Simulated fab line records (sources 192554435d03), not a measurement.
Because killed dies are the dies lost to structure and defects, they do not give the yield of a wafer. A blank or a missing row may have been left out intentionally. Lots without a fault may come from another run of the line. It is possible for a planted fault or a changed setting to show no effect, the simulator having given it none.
fab line records + flow n5Finfet
record
- lots=6
- wafers=17
- lastDay=18
route steps=1938 shown BEOL_M1@824 BEOL_M4@1111 PASSIVATION@1936
lots that met no fault: taken from a fault-free run of the same line
startH: the number of hours between the record's first day and the start of the first shown wafer of the lot + waitH: time in hours since the lot's previous step + " as in the row above + L1.1+2: a single row standing in for several wafers + - value missing, or start not given + * or withheld: withheld + < > ~ a bound
route shown NAME@n: names a module that has steps shown in the file, with the first one's number in the route + usual: average and standard deviation across the fault-free wafers + same: alike in all rows + chamber/n: place in a boat + sites: the reading at each site + _std_site: the values' standard deviation + _edge_site: inner sites' mean taken away from outer sites' mean + radiusMm: for every site, how far away it sits from the centre of the wafer + mask NAME#n: copy n + behind: the most recent tool/chamber to have shaped the wafer + hold: the reason the lot was held/the length of the hold in hours/how it ended + device: the transistor (n, p or np) that didn't switch + end of line: the same wafers' tests at the end of the route + where a step has no rows: the recipe by itself + killed: dies that structure and defects cost at the first sort, which is not the same as the wafer's yield + map: a wafer's dies, x killed, . not, _ none there
set.NAME: the run value of the setting; set.NAME@STEP: its run value at that earlier step + model.NAME: the simulator's own value behind a step, which no gauge read
certain route steps with their lots: each step a table, each wafer a row
services: from which hour (startH, from the record's first day; less than 0 if before it) a tool's chamber was out of use, for how many hours, and why
## steps
# step N5_BEOL_M1_SPUTTER_90
# recipe
- material=Cu
- targetThkA=45
- tempC=-20
- chamberPressurePa=0.07
- powerW=withheld
- timeS=8.29
# usual
- throttleValvePct=29.8/0.88
| lot.wafer | tool          | chamber | startH | waitH | throttleValvePct |
|-----------|---------------|---------|--------|-------|------------------|
| L413.1    | pvdSputter-03 | -       | 213.82 | 0.1   | 29.4             |
| L413.5    | "             | -       | "      | "     | 30.0             |
| L415.1    | pvdSputter-02 | -       | 218.93 | 0.1   | 31.0             |
| L415.3    | "             | -       | "      | "     | 30.7             |
| L415.6    | "             | -       | "      | "     | 28.0             |
| L416.4    | pvdSputter-03 | -       | 232.60 | 0.1   | 29.5             |
| L416.5    | "             | -       | "      | "     | 29.5             |
| L416.6    | "             | -       | "      | "     | 30.0             |
| L421.2    | pvdSputter-03 | -       | 258.34 | 0.1   | 30.7             |
| L421.3    | "             | -       | "      | "     | 29.3             |
| L421.5    | "             | -       | "      | "     | 30.1             |
| L422.2    | pvdSputter-01 | -       | 273.27 | 0.1   | 29.5             |
| L422.3    | "             | -       | "      | "     | 30.5             |
| L422.5    | "             | -       | "      | "     | 30.3             |
| L423.1    | pvdSputter-03 | -       | 280.21 | 0.1   | 29.4             |
| L423.3    | "             | -       | "      | "     | 30.1             |
| L423.4    | "             | -       | "      | "     | 30.7             |
# step N5_BEOL_M1_ANNEAL_91
# recipe
- tempC=400
- timeS=240
- ambient=vacuum
# step N5_BEOL_M1_SPUTTER_92
# recipe
- material=Cu
- targetThkA=45
- tempC=-20
- chamberPressurePa=0.07
- powerW=withheld
- timeS=8.29
# step N5_BEOL_M1_ANNEAL_93
# recipe
- tempC=400
- timeS=240
- ambient=vacuum
# usual
- heaterPowerW=806/87
| lot.wafer | tool          | chamber | startH | waitH | heaterPowerW |
|-----------|---------------|---------|--------|-------|--------------|
| L413.1    | pvdSputter-03 | -       | 214.12 | 0.0   | 960          |
| L413.5    | "             | -       | "      | "     | 761          |
| L415.1    | pvdSputter-02 | -       | 219.23 | 0.0   | 835          |
| L415.3    | "             | -       | "      | "     | 845          |
| L415.6    | "             | -       | "      | "     | 862          |
| L416.4    | pvdSputter-03 | -       | 232.90 | 0.0   | 651          |
| L416.5    | "             | -       | "      | "     | 945          |
| L416.6    | "             | -       | "      | "     | 775          |
| L421.2    | pvdSputter-03 | -       | 258.64 | 0.0   | 687          |
| L421.3    | "             | -       | "      | "     | 929          |
| L421.5    | "             | -       | "      | "     | 765          |
| L422.2    | pvdSputter-01 | -       | 273.57 | 0.0   | 733          |
| L422.3    | "             | -       | "      | "     | 804          |
| L422.5    | "             | -       | "      | "     | 866          |
| L423.1    | pvdSputter-03 | -       | 280.51 | 0.0   | 656          |
| L423.3    | "             | -       | "      | "     | 773          |
| L423.4    | "             | -       | "      | "     | 675          |
# step N5_BEOL_M1_SPUTTER_94
# recipe
- material=Cu
- targetThkA=45
- tempC=-20
- chamberPressurePa=0.07
- powerW=withheld
- timeS=8.29
# usual
- throttleValvePct=29.8/0.88
| lot.wafer | tool          | chamber | startH | waitH | throttleValvePct |
|-----------|---------------|---------|--------|-------|------------------|
| L413.1    | pvdSputter-03 | -       | 214.26 | 0.1   | 29.3             |
| L413.5    | "             | -       | "      | "     | 30.2             |
| L415.1    | pvdSputter-02 | -       | 219.37 | 0.1   | 30.8             |
| L415.3    | "             | -       | "      | "     | 30.5             |
| L415.6    | "             | -       | "      | "     | 27.8             |
| L416.4    | pvdSputter-03 | -       | 233.04 | 0.1   | 29.3             |
| L416.5    | "             | -       | "      | "     | 29.5             |
| L416.6    | "             | -       | "      | "     | 30.2             |
| L421.2    | pvdSputter-03 | -       | 258.78 | 0.1   | 30.8             |
| L421.3    | "             | -       | "      | "     | 29.6             |
| L421.5    | "             | -       | "      | "     | 30.2             |
| L422.2    | pvdSputter-01 | -       | 273.71 | 0.1   | 29.5             |
| L422.3    | "             | -       | "      | "     | 30.7             |
| L422.5    | "             | -       | "      | "     | 30.2             |
| L423.1    | pvdSputter-03 | -       | 280.65 | 0.1   | 29.4             |
| L423.3    | "             | -       | "      | "     | 30.1             |
| L423.4    | "             | -       | "      | "     | 30.8             |
# step N5_BEOL_M1_ANNEAL_95
# recipe
- tempC=400
- timeS=240
- ambient=vacuum
# usual
- heaterPowerW=806/87
| lot.wafer | tool          | chamber | startH | waitH | heaterPowerW |
|-----------|---------------|---------|--------|-------|--------------|
| L413.1    | pvdSputter-03 | -       | 214.34 | 0.0   | 946          |
| L413.5    | "             | -       | "      | "     | 768          |
| L415.1    | pvdSputter-02 | -       | 220.80 | 1.4   | 837          |
| L415.3    | "             | -       | "      | "     | 826          |
| L415.6    | "             | -       | "      | "     | 900          |
| L416.4    | pvdSputter-03 | -       | 233.12 | 0.0   | 657          |
| L416.5    | "             | -       | "      | "     | 955          |
| L416.6    | "             | -       | "      | "     | 751          |
| L421.2    | pvdSputter-03 | -       | 258.86 | 0.0   | 700          |
| L421.3    | "             | -       | "      | "     | 964          |
| L421.5    | "             | -       | "      | "     | 780          |
| L422.2    | pvdSputter-01 | -       | 273.79 | 0.0   | 737          |
| L422.3    | "             | -       | "      | "     | 796          |
| L422.5    | "             | -       | "      | "     | 866          |
| L423.1    | pvdSputter-03 | -       | 280.73 | 0.0   | 645          |
| L423.3    | "             | -       | "      | "     | 794          |
| L423.4    | "             | -       | "      | "     | 694          |
# step N5_BEOL_M1_SPUTTER_96
# recipe
- material=Cu
- targetThkA=45
- tempC=-20
- chamberPressurePa=0.07
- powerW=withheld
- timeS=8.29
# step N5_BEOL_M1_ECD_50
# recipe
- material=Cu
- targetThkA=3000
# step N5_BEOL_M1_ANNEAL_51
# recipe
- tempC=225
- timeS=90
- ambient=N2
# usual
- annealTempCMax=226.3/0.39
- wafer_temp_C_max=226.3/0.55
| lot.wafer | tool         | chamber | startH | waitH | annealTempCMax | wafer_temp_C_max |
|-----------|--------------|---------|--------|-------|----------------|------------------|
| L413.1    | rtpAnneal-01 | 0       | 214.68 | 0.1   | 226.3          | 225.8            |
| L413.5    | "            | 0       | "      | "     | 226.2          | 225.6            |
| L415.1    | rtpAnneal-01 | 0       | 221.13 | 0.1   | 226.1          | 225.8            |
| L415.3    | "            | 0       | "      | "     | 226.0          | 225.9            |
| L415.6    | "            | 0       | "      | "     | 226.1          | 226.3            |
| L416.4    | rtpAnneal-01 | 0       | 233.86 | 0.4   | 226.1          | 226.0            |
| L416.5    | "            | 0       | "      | "     | 225.7          | 225.9            |
| L416.6    | "            | 0       | "      | "     | 226.0          | 225.7            |
| L421.2    | rtpAnneal-02 | 0       | 259.24 | 0.1   | 226.5          | 226.8            |
| L421.3    | "            | 0       | "      | "     | 226.2          | 226.8            |
| L421.5    | "            | 0       | "      | "     | 226.4          | 226.8            |
| L422.2    | rtpAnneal-02 | 0       | 274.18 | 0.1   | 226.8          | 227.3            |
| L422.3    | "            | 0       | "      | "     | 226.6          | 227.3            |
| L422.5    | "            | 0       | "      | "     | 226.4          | 226.7            |
| L423.1    | rtpAnneal-01 | 0       | 281.07 | 0.1   | 226.1          | 225.6            |
| L423.3    | "            | 0       | "      | "     | 226.7          | 226.0            |
| L423.4    | "            | 0       | "      | "     | 225.9          | 226.0            |
# step N5_BEOL_M1_CMP_52
# recipe
- stopOn=SiOC
- tOverpolishS=6.8
- downForcePsi=1
- platenRpm=50
- clearingPlatenDownForcePsi=1.5
- clearingPlatenRpm=50
- postCmpClean=cuAlkaline
- targetThkNm=40
- clearingPlatenPadVelocityMS=0.99484
- padVelocityMS=0.99484
# step N5_BEOL_M1_THK_MEAS_53
# recipe
- thkMeasGauge=xrf
- reads=Cu_of_BEOL_M1_ECD_50
# usual
- M1_THK=40.0/2
| lot.wafer | tool         | chamber | startH | waitH | M1_THK[nm] |
|-----------|--------------|---------|--------|-------|------------|
| L413.1    | filmMetro-01 | -       | 215.27 | -     | 40.4       |
| L413.5    | "            | -       | "      | "     | 40.8       |
| L415.1    | filmMetro-02 | -       | 221.73 | -     | 38.6       |
| L415.3    | "            | -       | "      | "     | 38.8       |
| L415.6    | "            | -       | "      | "     | 40.9       |
| L416.4    | filmMetro-02 | -       | 234.32 | -     | 35.7       |
| L416.5    | "            | -       | "      | "     | 39.4       |
| L416.6    | "            | -       | "      | "     | 44.8       |
| L421.2    | filmMetro-02 | -       | 259.79 | -     | 38.1       |
| L421.3    | "            | -       | "      | "     | 38.7       |
| L421.5    | "            | -       | "      | "     | 40.4       |
| L422.2    | filmMetro-02 | -       | 274.72 | -     | 42.2       |
| L422.3    | "            | -       | "      | "     | 41.3       |
| L422.5    | "            | -       | "      | "     | 42.8       |
| L423.1    | filmMetro-02 | -       | 281.68 | -     | 37.8       |
| L423.3    | "            | -       | "      | "     | 40.1       |
| L423.4    | "            | -       | "      | "     | 39.6       |
# step N5_BEOL_M1_PRE_CLEAN_60
# recipe
- gas=NH3/H2
- timeS=15
- tempC=*
- rfPowerW=300
# step N5_BEOL_M1_CO_CAP_55
# recipe
- material=Co
- targetThkA=20
- tempC=200
- precursor=CCTBA/H2
- pressureTorr=30
- timeS=102.1
# usual
- chamberPressureTorr=30.00/0.065
- heaterPowerOuterW=121/11
- heaterPowerW=226/14
| lot.wafer | tool     | chamber | startH | waitH | chamberPressureTorr | heaterPowerOuterW | heaterPowerW |
|-----------|----------|---------|--------|-------|---------------------|-------------------|--------------|
| L413.1    | cvdCo-01 | 2       | 215.35 | 0.0   | 29.97               | 136               | 243          |
| L413.5    | "        | 1       | "      | "     | 29.95               | 109               | 215          |
| L415.1    | cvdCo-02 | 2       | 221.80 | 0.0   | -                   | -                 | -            |
| L415.3    | "        | 0       | "      | "     | -                   | -                 | -            |
| L415.6    | "        | 0       | "      | "     | -                   | -                 | -            |
| L416.4    | cvdCo-01 | 0       | 234.48 | 0.0   | -                   | -                 | -            |
| L416.5    | "        | 2       | "      | "     | -                   | -                 | -            |
| L416.6    | "        | 1       | "      | "     | -                   | -                 | -            |
| L421.2    | cvdCo-01 | 0       | 259.87 | 0.0   | 29.99               | 124               | 215          |
| L421.3    | "        | 2       | "      | "     | 29.89               | 141               | 242          |
| L421.5    | "        | 0       | "      | "     | 30.06               | 122               | 218          |
| L422.2    | cvdCo-02 | 1       | 274.80 | 0.0   | 29.96               | 127               | 244          |
| L422.3    | "        | 0       | "      | "     | 30.02               | 117               | 233          |
| L422.5    | "        | 1       | "      | "     | 30.02               | 127               | 244          |
| L423.1    | cvdCo-01 | 0       | 281.75 | 0.0   | 30.00               | 121               | 215          |
| L423.3    | "        | 1       | "      | "     | 30.02               | 111               | 209          |
| L423.4    | "        | 0       | "      | "     | 30.15               | 123               | 217          |
# step N5_BEOL_M1_PRE_CLEAN_56
# recipe
- gas=NH3
- timeS=15
- tempC=withheld
- rfPowerW=300
# step N5_BEOL_M4_RC_MEAS_101
# usual
- DIBL_N=37.4/2.1
- DIBL_P=37.8/2.5
- IOFF_N=0.19/0.045
- IOFF_P=0.24/0.05
- ION_N=682/16
- ION_P=467/11
- SS_N=71.9/0.67
- SS_P=73.6/0.76
- VT_N=247/3.6
- VT_P=-248/3.6
| lot.wafer | tool      | chamber | startH | waitH | DIBL_N[mV/V] | DIBL_P[mV/V] | IOFF_N[nA/um] | IOFF_P[nA/um] | ION_N[uA/um] | ION_P[uA/um] | SS_N[mV/dec] | SS_P[mV/dec] | VT_N[mV] | VT_P[mV] |
|-----------|-----------|---------|--------|-------|--------------|--------------|---------------|---------------|--------------|--------------|--------------|--------------|----------|----------|
| L413.1    | prober-02 | 0       | 254.64 | 0.9   | 36.9         | 37.0         | 0.17          | 0.20          | 672          | 455          | 72.0         | 73.3         | 246      | -252     |
| L413.5    | "         | 0       | "      | "     | 36.3         | 35.6         | 0.18          | 0.19          | 668          | 445          | 71.6         | 73.0         | 249      | -254     |
| L415.1    | prober-01 | 0       | 261.29 | 0.0   | 38.6         | 36.9         | 0.18          | 0.22          | 676          | 465          | 73.1         | 73.8         | 249      | -252     |
| L415.3    | "         | 0       | "      | "     | 39.5         | 38.3         | 0.22          | 0.26          | 673          | 466          | 72.5         | 74.4         | 247      | -247     |
| L415.6    | "         | 0       | "      | "     | 38.3         | 37.5         | 0.19          | 0.22          | 682          | 459          | 72.0         | 74.0         | 247      | -252     |
| L416.4    | prober-02 | 0       | 278.35 | 0.5   | 39.7         | 41.8         | 0.25          | 0.32          | 718          | 492          | 73.0         | 74.6         | 245      | -244     |
| L416.5    | "         | 0       | "      | "     | 35.5         | 37.2         | 0.16          | 0.24          | 666          | 464          | 70.8         | 74.1         | 249      | -247     |
| L416.6    | "         | 0       | "      | "     | 36.3         | 37.7         | 0.18          | 0.25          | 696          | 480          | 71.7         | 74.1         | 248      | -246     |
| L421.2    | prober-02 | 0       | 299.78 | 0.2   | 37.0         | 39.7         | 0.20          | 0.29          | 682          | 475          | 71.6         | 73.8         | 243      | -244     |
| L421.3    | "         | 0       | "      | "     | 34.8         | 35.6         | 0.14          | 0.20          | 678          | 472          | 71.7         | 73.1         | 252      | -251     |
| L421.5    | "         | 0       | "      | "     | 35.6         | 37.0         | 0.16          | 0.22          | 698          | 480          | 71.1         | 73.0         | 247      | -248     |
| L422.2    | prober-01 | 0       | 316.12 | 0.2   | 37.0         | 38.4         | 0.17          | 0.23          | 679          | 464          | 71.7         | 73.8         | 248      | -248     |
| L422.3    | "         | 0       | "      | "     | 35.5         | 35.8         | 0.15          | 0.20          | 670          | 452          | 71.1         | 73.6         | 250      | -252     |
| L422.5    | "         | 0       | "      | "     | 35.0         | 34.6         | 0.14          | 0.19          | 664          | 447          | 71.2         | 72.7         | 249      | -251     |
| L423.1    | prober-02 | 0       | 329.94 | 0.0   | 39.5         | 39.0         | 0.24          | 0.27          | 690          | 469          | 73.6         | 73.9         | 246      | -248     |
| L423.3    | "         | 0       | "      | "     | 34.4         | 33.8         | 0.12          | 0.18          | 667          | 463          | 71.6         | 72.9         | 252      | -249     |
| L423.4    | "         | 0       | "      | "     | 37.3         | 38.7         | 0.20          | 0.29          | 689          | 480          | 72.7         | 74.2         | 243      | -243     |
# step N5_PASSIVATION_PROBE_49
# usual
- defectLimitedYield=90.9/1.6
- killed_at_M0_to_M3=34/10
- killed_at_M4_up=13/5.4
- killedAtContacts=13/6
- killedAtFrontEnd=42/13
- killedAtOther=4/3.2
- killedDies=107/18
- killedOpen=69/14
- killedShort=35/7.7
- sort_bin_5_function=5.3/1
- sort_bin_6_memory=3.3/0.75
- sort_bin_8_speed=0.00/0.015
- sortNPass=1073/19
- sortYieldPct=90.9/1.6
# same
- grossDies=1180
- killedAtBackSide=0
- sort_bin_4_leakage[%]=0
| lot.wafer | tool      | chamber | startH | waitH | defectLimitedYield[%] | killed_at_M0_to_M3 | killed_at_M4_up | killedAtContacts | killedAtFrontEnd | killedAtOther | killedDies | killedOpen | killedShort | sort_bin_5_function[%] | sort_bin_6_memory[%] | sort_bin_8_speed[%] | sortNPass | sortYieldPct[%] |
|-----------|-----------|---------|--------|-------|-----------------------|--------------------|-----------------|------------------|------------------|---------------|------------|------------|-------------|------------------------|----------------------|---------------------|-----------|-----------------|
| L415.1    | prober-02 | -       | 357.07 | 0.0   | 91.5                  | 30                 | 24              | 12               | 27               | 7             | 100        | 64         | 34          | 4.7                    | 3.5                  | 0                   | 1080      | 91.5            |
| L415.3    | prober-02 | -       | 357.17 | 0.1   | 90.7                  | 31                 | 29              | 6                | 40               | 4             | 110        | 83         | 24          | 6.1                    | 2.8                  | 0                   | 1070      | 90.7            |
| L415.6    | prober-02 | -       | 357.32 | 0.3   | 90.0                  | 28                 | 18              | 7                | 58               | 7             | 118        | 67         | 37          | 6.9                    | 2.8                  | 0                   | 1062      | 90.0            |
| L416.4    | prober-02 | -       | 374.81 | 0.2   | 88.4                  | 41                 | 23              | 7                | 63               | 3             | 137        | 88         | 34          | 6.9                    | 4.2                  | 0                   | 1043      | 88.4            |
| L416.5    | prober-02 | -       | 374.86 | 0.2   | 89.2                  | 45                 | 10              | 13               | 58               | 2             | 128        | 96         | 32          | 5.9                    | 4.8                  | 0                   | 1052      | 89.2            |
| L416.6    | prober-02 | -       | 374.91 | 0.3   | 89.4                  | 46                 | 13              | 10               | 47               | 9             | 125        | 89         | 33          | 6.8                    | 3.4                  | 0                   | 1055      | 89.4            |
| L422.2    | prober-01 | -       | 424.73 | 0.1   | 90.8                  | 41                 | 14              | 16               | 32               | 6             | 109        | 71         | 36          | 5.5                    | 3.5                  | 0                   | 1071      | 90.8            |
| L422.3    | prober-01 | -       | 424.78 | 0.1   | 91.3                  | 45                 | 12              | 9                | 34               | 3             | 103        | 70         | 28          | 5.3                    | 3.1                  | 0                   | 1077      | 91.3            |
| L422.5    | prober-01 | -       | 424.88 | 0.2   | 90.5                  | 53                 | 7               | 17               | 34               | 1             | 112        | 75         | 31          | 5.6                    | 3.6                  | 0                   | 1068      | 90.5            |
| L423.1    | prober-02 | -       | 432.47 | 0.0   | 90.3                  | 18                 | 17              | 16               | 61               | 3             | 115        | 60         | 47          | 6.4                    | 3.1                  | 0                   | 1065      | 90.3            |
| L423.3    | prober-02 | -       | 432.57 | 0.1   | 90.8                  | 29                 | 6               | 13               | 54               | 6             | 108        | 69         | 32          | 5.9                    | 3.1                  | 0                   | 1072      | 90.8            |
| L423.4    | prober-02 | -       | 432.62 | 0.2   | 89.3                  | 42                 | 8               | 8                | 64               | 4             | 126        | 88         | 35          | 6.1                    | 3.8                  | 0                   | 1054      | 89.3            |
# killed by level:class
L415.1 BEOL_M3:geometricParticle:open=10 BEOL_M4:geometricParticle:open=9 MOL_CONTACT_COAG:geometricParticle:open=9 STI_FIN_REVEAL:geometricParticle:open=6 ILD0:geometricParticle:open=4 BEOL_M0_SAQP:geometricParticle:open=4 BEOL_M0:geometricParticle:open=4 BEOL_M0:geometricParticle:short=4
L415.3 BEOL_M4:geometricParticle:open=11 FIN_SAQP:geometricParticle:open=10 DUMMY_GATE:geometricParticle:open=9 BEOL_M1:geometricParticle:open=9 BEOL_M0_SAQP:geometricParticle:open=7 STI_FIN_REVEAL:geometricParticle:open=5 BEOL_M3:geometricParticle:open=5 DUMMY_GATE:geometricParticle:short=4
L415.6 FIN_CUT:areaEtch=12 STI_FIN_REVEAL:geometricParticle:open=11 DUMMY_GATE:geometricParticle:open=11 BEOL_M2:geometricParticle:open=9 DUMMY_GATE:geometricParticle:short=7 BEOL_M4:geometricParticle:open=7 BEOL_M0_SAQP:geometricParticle:short=5 FIN_SAQP:geometricParticle:open=4
L416.4 STI_FIN_REVEAL:geometricParticle:open=15 BEOL_M4:geometricParticle:open=13 FIN_CUT:areaEtch=10 BEOL_M3:geometricParticle:open=9 BEOL_M0_SAQP:geometricParticle:open=8 BEOL_M0_SAQP:geometricParticle:short=7 BEOL_M1:geometricParticle:open=7 FIN_SAQP:geometricParticle:open=6
L416.5 FIN_SAQP:geometricParticle:open=18 STI_FIN_REVEAL:geometricParticle:open=17 BEOL_M2:geometricParticle:open=15 BEOL_M3:geometricParticle:open=10 MOL_CONTACT_COAG:geometricParticle:open=10 BEOL_M0_SAQP:geometricParticle:short=7 DUMMY_GATE:geometricParticle:open=5 FIN_SAQP:geometricParticle:short=4
L416.6 BEOL_M3:geometricParticle:open=16 STI_FIN_REVEAL:geometricParticle:open=12 BEOL_M0_SAQP:geometricParticle:short=7 BEOL_M0_SAQP:geometricParticle:open=7 BEOL_M2:geometricParticle:open=6 FIN_SAQP:geometricParticle:open=5 DUMMY_GATE:geometricParticle:open=5 SPACER0:geometricParticle:open=5
L422.2 MOL_CONTACT_COAG:geometricParticle:open=15 BEOL_M0_SAQP:geometricParticle:open=12 BEOL_M4:geometricParticle:open=9 BEOL_M0_SAQP:geometricParticle:short=9 STI_FIN_REVEAL:geometricParticle:open=7 BEOL_M2:geometricParticle:open=7 ILD0:geometricParticle:short=5 PASS1_CAP:geometricParticle:open=4
L422.3 BEOL_M2:geometricParticle:open=14 STI_FIN_REVEAL:geometricParticle:open=9 BEOL_M0_SAQP:geometricParticle:open=9 BEOL_M4:geometricParticle:open=9 BEOL_M0_SAQP:geometricParticle:short=7 MOL_CONTACT_COAG:geometricParticle:open=6 FIN_SAQP:geometricParticle:short=4 BEOL_M0:geometricParticle:open=4
L422.5 BEOL_M0_SAQP:geometricParticle:open=17 BEOL_M2:geometricParticle:open=16 MOL_CONTACT_COAG:geometricParticle:open=12 BEOL_M0_SAQP:geometricParticle:short=10 STI_FIN_REVEAL:geometricParticle:open=8 FIN_SAQP:geometricParticle:short=5 MOL_CONTACT_COAG:geometricParticle:short=5 BEOL_M1:geometricParticle:open=4
L423.1 FIN_SAQP:geometricParticle:short=17 FIN_SAQP:geometricParticle:open=14 MOL_CONTACT_COAG:geometricParticle:open=12 BEOL_M4:geometricParticle:open=8 STI_FIN_REVEAL:geometricParticle:open=7 BEOL_M3:geometricParticle:open=5 GATE_CUT:geometricParticle:short=4 MOL_CONTACT_COAG:geometricParticle:short=4
L423.3 STI_FIN_REVEAL:geometricParticle:open=18 FIN_SAQP:geometricParticle:open=14 BEOL_M0_SAQP:geometricParticle:open=9 BEOL_M0_SAQP:geometricParticle:short=8 FIN_SAQP:geometricParticle:short=7 MOL_CONTACT_COAG:geometricParticle:open=7 BEOL_M3:geometricParticle:open=5 BEOL_M4:geometricParticle:open=5
L423.4 STI_FIN_REVEAL:geometricParticle:open=23 BEOL_M0_SAQP:geometricParticle:open=12 BEOL_M3:geometricParticle:open=12 FIN_SAQP:geometricParticle:open=10 FIN_SAQP:geometricParticle:short=8 BEOL_M0_SAQP:geometricParticle:short=8 MOL_CONTACT_COAG:geometricParticle:open=7 STI_FIN_REVEAL:geometricParticle:short=5
## services
| tool     | chamber | startH | hours | kind   |
|----------|---------|--------|-------|--------|
| cvdCo-02 | 1       | 191.08 | 4.8   | repair |
| cvdCo-02 | -       | 199.26 | 2.8   | pm     |
| cvdCo-01 | 0       | 207.82 | 6.1   | repair |
## key
firstSign
- step=N5_BEOL_M1_CO_CAP_55
- reading=toolRecord
- direction=missing
effect none on later readings
metAt N5_BEOL_M1_CO_CAP_55
struckWafers L415.1,L415.3,L415.6,L416.4,L416.5,L416.6
baselineLoss
- step=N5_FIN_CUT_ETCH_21
- wafers=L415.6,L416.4
onsetBetween 215.35 221.80
fault
- kind=skippedStepWhole
- tool=cvdCo-01,cvdCo-02
- chamber=-
- onsetH=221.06
- steps=N5_BEOL_M1_CO_CAP_55
- scope=struckLotsOnly
# baselineLoss: these wafers lose ten dies or more at that step, a loss of the line's own and not of a fault; the sort's usual values leave them out
